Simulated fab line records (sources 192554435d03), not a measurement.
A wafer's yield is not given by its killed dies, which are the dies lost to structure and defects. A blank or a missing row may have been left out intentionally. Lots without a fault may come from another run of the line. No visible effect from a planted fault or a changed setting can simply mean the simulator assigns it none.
Problem report in the 8D (eight disciplines) form, filled by code + flow n5 finfet + the parts of the form that need people (team, actions taken, sign-off) are left out

== 1. THE ISSUE ==
VT_N_LVT at N5_BEOL_M4_RC_MEAS_101 reads a mean of 89.1 mV on 1 wafer of 1 lot; wafers without a fault read 99.0 mV with a standard deviation of 2.1. Measured from the usual mean, that is -4.7 standard deviations.
First seen on wafer L366.5, day 12 01:39, on prober-01. At this step, 30 wafers from 10 lots have a number in the record. Rule for "out", or "out of limits": more than 4 standard deviations from the usual mean. The rest of the wafers with a number are treated as sound.

== 2. WHAT THIS IS AND IS NOT ==
| question                    | is                | is not                                                               |
|-----------------------------|-------------------|----------------------------------------------------------------------|
| which readings at this step | VT_N_LVT          | DIBL_N, DIBL_P, IOFF_N, IOFF_P, ION_N, ION_P, SS_N, SS_P, VT_N, VT_P |
| which lots                  | L366              | L353, L354, L356, L357, L358, L359, L361, L362, L365                 |
| which wafers of those lots  | L366.5            | L366.3, L366.4                                                       |
| read on which gauges        | prober-01         | prober-02                                                            |
| when                        | from day 12 01:39 | up to then (26 sound wafers); but 3 sound wafers of L365 came after  |

== 3. THE SUSPECTS, EACH WITH WHAT RULES IT OUT ==
Counting: a tool at a process step up to the reading stays a suspect if it ran every lot that is out. Sound lots after the first of them don't rule it out here, since some wafers of a struck lot are sound.
- the gauge at N5_BEOL_M4_RC_MEAS_101: kept. All the wafers that are out were read on prober-01, and no step on other tools shows them out.
- ald hk-01 at N5_HKMG_FIN_ALD_74 (deposits La2O3, target thk 0.5 nm, pulse time 6 s, co reactant pulse time 1 s): kept. It processed L366, the lot that is out, at day 7 17:49, and its most recent sound lot before then was L365 at day 7 12:15.
- pvd sputter-02 at N5_BEOL_M4_ANNEAL_87 (time 240 s): kept. It processed L366, the lot that is out, at day 11 22:59, and its most recent sound lot before then was L358 at day 10 14:43.
- pvd sputter-02 at N5_BEOL_M4_ANNEAL_91 (time 240 s): kept. It processed L366, the lot that is out, at day 11 23:25, and its most recent sound lot before then was L358 at day 10 15:10.
Left after counting: ald hk-01 at N5_HKMG_FIN_ALD_74, pvd sputter-02 at N5_BEOL_M4_ANNEAL_87, pvd sputter-02 at N5_BEOL_M4_ANNEAL_91, prober-01 at N5_BEOL_M4_RC_MEAS_101.

== 4. THE CAUSE (what the simulator had put in) ==
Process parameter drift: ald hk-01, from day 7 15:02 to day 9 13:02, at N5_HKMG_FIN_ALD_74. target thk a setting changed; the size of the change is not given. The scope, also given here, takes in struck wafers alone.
4 suspects survive the count, and this tool is in that group.

== 5. SEQUENCE OF EFFECTS, ordered by route ==
Rows list readings where the struck wafers' mean (over those with a number) sits beyond 3 standard deviations from the usual. Readings are gone through only where the record gives a usual standard deviation; hours: the median, over the lots, of the time from a lot's start at the first step in this table giving one to that lot's start at this step; sigmas: the change measured in usual standard deviations.
| hours | step                   | reading  | usual   | on struck wafers | change | sigmas |
|-------|------------------------|----------|---------|------------------|--------|--------|
| 0     | N5_BEOL_M4_RC_MEAS_101 | VT_N_LVT | 99.0 mV | 89.1             | -9.9   | -4.7   |

== 6. WHAT WOULD HAVE CAUGHT IT SOONER ==
Counted from the fault's start at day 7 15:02, it took 107 hours until the first out-of-limits reading at a measuring or inspecting step in this record, taken at day 12 01:39.
No tool reading at N5_HKMG_FIN_ALD_74 that has a usual standard deviation in the record was out on any struck wafer, so an alarm limit of 4 standard deviations on those readings would not have fired.
The start of N5_HKMG_FIN_ALD_74 on ald hk-01 came by day 12 01:39 for every one of the lots that are out (1). A hold on the tool at that time would have spared none of them.
